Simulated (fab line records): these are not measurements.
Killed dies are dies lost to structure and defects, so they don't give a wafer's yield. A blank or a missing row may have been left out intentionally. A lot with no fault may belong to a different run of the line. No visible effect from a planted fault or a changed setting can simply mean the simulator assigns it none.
Which tool did it? | flow n5_finfet | 12 lots (36 wafers sampled), 1 step of a 1938-step route

== WHAT EACH GAUGE READ, for each wafer ==
N5_FIN_SAQP_THK_MEAS_05.
lot  | measured    | on            | thk_nm (nm)
L075 | day 2 03:31 | film_metro-02 | 37.4 38.2 38.1
L077 | day 2 15:00 | film_metro-01 | 37.6 37.8 38.4
L079 | day 3 03:59 | film_metro-02 | 37.9 37.2 37.4
L081 | day 3 16:32 | film_metro-02 | 38.5 38.7 38.3
L083 | day 4 03:32 | film_metro-01 | 38.2 38.8 38.5
L085 | day 4 16:16 | film_metro-01 | 37.7 38.6 38.0
L087 | day 5 04:01 | film_metro-01 | 37.5 39.3 38.5
L089 | day 5 15:06 | film_metro-02 | 38.2 38.0 38.4
L091 | day 6 03:10 | film_metro-02 | 37.9 38.3 38.1
L093 | day 6 15:35 | film_metro-01 | 37.2 37.5 38.6
L095 | day 7 03:17 | film_metro-01 | 37.8 38.8 38.4
L097 | day 7 16:43 | film_metro-01 | 37.6 37.3 38.4

== WHICH TOOL RAN EACH LOT (tool, then ch and the chambers of the sampled wafers, then the start) ==
There is no process step in the record ahead of these readings.

== THE ANSWER, worked out from the rows above alone ==
Rule: the lots themselves supply what counts as usual. The widest of any qualifying gaps counts: lots, ordered by their means at a reading, are off when they make up no more than a third of the lots, leave a main group of 4 or more, and stand apart from it by 3 or more times the standard deviation of that group's means. Not used: any main group whose means are identical at the precision the tables above print for the reading. A lot without any number at a reading at which 4 lots or more have one is off too. Where the step has rows for the other lots, those lots are counted as sound.
Nothing can be told from this: no lot is off at any reading shown.

== WHAT HAD BEEN PUT IN BY THE SIMULATOR ==
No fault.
